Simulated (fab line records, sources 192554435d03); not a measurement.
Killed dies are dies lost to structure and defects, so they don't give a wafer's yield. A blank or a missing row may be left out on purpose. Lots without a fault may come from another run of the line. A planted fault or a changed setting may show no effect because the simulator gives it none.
Chamber matching | flow n5_finfet | N5_BEOL_M0_SAQP_DESCUM_45 on rie_diel-04: 3 sister chambers
The step chemistry O2, time 7 s. 3 wafers are shown with their chamber, then 8 later ones without.

WAFERS WITH THEIR CHAMBER
wafer  | chamber | showerhead_plenum_p_Torr (Torr)
L087.1 | 1       | 2.05
L087.3 | 3       | 2.13
L087.6 | 0       | 1.98

WAFERS WITHOUT THEIR CHAMBER
wafer  | showerhead_plenum_p_Torr (Torr)
L090.1 | 2.12
L090.4 | 2.05
L090.5 | 1.98
L094.1 | 2.12
L094.2 | 2.04
L094.5 | 2.05
L095.3 | 2.12
L095.4 | 2.04

WHICH CHAMBER EACH WENT THROUGH
wafer  | from the rows above | in truth
L090.1 | 3                   | 3
L090.4 | 1                   | 1
L090.5 | 0                   | 0
L094.1 | 3                   | 3
L094.2 | 1                   | 1
L094.5 | 1                   | 1
L095.3 | 3                   | 3
L095.4 | 1                   | 1
Placed correctly: 8 of 8. Can't be placed from these rows: 0. Placed wrongly: 0.
How it was worked out, from the rows above alone: a wafer's distance from a chamber is the root of the sum, over the readings, of the square of ((its reading less the chamber's mean) divided by the reading's scatter). The wafer belongs to the nearest chamber; if the next one is less than 2 further off, it can't be placed. A chamber's mean is the mean of its shown wafers. The scatter: with one shown wafer a chamber, the root of the mean of the squares of how far each hidden wafer lies from its nearest shown one.
